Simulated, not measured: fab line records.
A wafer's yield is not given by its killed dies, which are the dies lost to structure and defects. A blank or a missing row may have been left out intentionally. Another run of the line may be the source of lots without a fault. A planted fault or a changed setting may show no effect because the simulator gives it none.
8D (eight disciplines) problem report, filled in by code | flow nand harc | the parts of the form that need people (team, actions taken, sign-off) are left out

1. PROBLEM STATEMENT
run length s at NHARC_A_SGD_CUT_ETCH_59 reads a mean of 350.2 s on 6 wafers of 2 lots; wafers without a fault read 427.6 s with a standard deviation of 0.53. So: -99 or more standard deviations from the usual mean.
The step: etches the open film in N2/H2, target depth 260 nm, time 406.25 s.
Seen first at day 22 06:28 on rie diel-11, wafer L918.1. Wafers with a number at this step in the record: 18, from 6 lots. Rule for "out" (also "out of limits"): further than 4 standard deviations from the usual mean. Any other wafer with a number is counted as sound.

2. WHAT IT IS AND WHAT IT IS NOT
question                    | is                     | is not
which readings at this step | run length s           | drypump motor current A, rf vpp V, showerhead plenum p Torr, throttle valve pct
which lots                  | L918, L920             | L912, L925, L929, L931
which wafers of those lots  | all that have a number | -
read on which tools         | rie diel-11            | rie diel-10
when                        | from day 22 06:28      | up to then (3 sound wafers); but 9 sound wafers of L925, L929, L931 came after

3. WHAT RULES OUT EACH SUSPECT
Counting: a tool at a process step up to the reading stays a suspect if it ran every lot that is out and no sound lot after the first of them.
- rie diel-11 at NHARC_A_SGD_CUT_DESCUM_14 (chemistry O2, time 3 s): kept. All lots that are out passed through it, beginning with L918 at day 22 06:16, and no sound lot followed; its final sound lot before that point was L912 at day 19 20:38.
- rie diel-11 at NHARC_A_SGD_CUT_ETCH_58 (etches the open film in CF4, target depth 39 nm, time 65 s): kept. All lots that are out passed through it, beginning with L918 at day 22 06:20, and no sound lot followed; its final sound lot before that point was L912 at day 19 20:43.
- rie diel-11 at NHARC_A_SGD_CUT_ETCH_59 (etches the open film in N2/H2, target depth 260 nm, time 406.25 s): kept. All lots that are out passed through it, beginning with L918 at day 22 06:28, and no sound lot followed; its final sound lot before that point was L912 at day 19 20:52. Its own readings are out on those wafers: run length s.
rie diel-11 at NHARC_A_SGD_CUT_DESCUM_14, rie diel-11 at NHARC_A_SGD_CUT_ETCH_58 and rie diel-11 at NHARC_A_SGD_CUT_ETCH_59 are what is left after counting.

4. THE CAUSE (what the simulator had put in)
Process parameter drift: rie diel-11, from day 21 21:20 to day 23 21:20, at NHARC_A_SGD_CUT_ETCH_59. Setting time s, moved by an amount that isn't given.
Of the 3 suspects that counting leaves, this tool is one.

5. SEQUENCE OF EFFECTS, ordered by route
One row per reading whose mean, taken over the struck wafers that have a number, lies over 3 standard deviations from the usual. Readings are gone through only where the record gives a usual standard deviation; hours: the median, over the lots, of the time from a lot's start at the first step in this table giving one to that lot's start at this step; sigmas: the change measured in usual standard deviations.
hours | step                    | reading      | usual   | on struck wafers | change | sigmas
0     | NHARC_A_SGD_CUT_ETCH_59 | run length s | 427.6 s | 350.2            | -77.4  | -99 or more
Its process steps:
- NHARC_A_SGD_CUT_ETCH_59: etches the open film in N2/H2, target depth 260 nm, time 406.25 s.
At these later measuring or inspecting steps, every struck wafer for which the step has a row has a number for every such reading, and none has moved that far: NHARC_END_SORT_01.

6. WHAT WOULD HAVE CAUGHT IT SOONER
In this record the first reading out of limits was taken at day 22 06:28, 9 hours after the fault began at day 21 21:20.
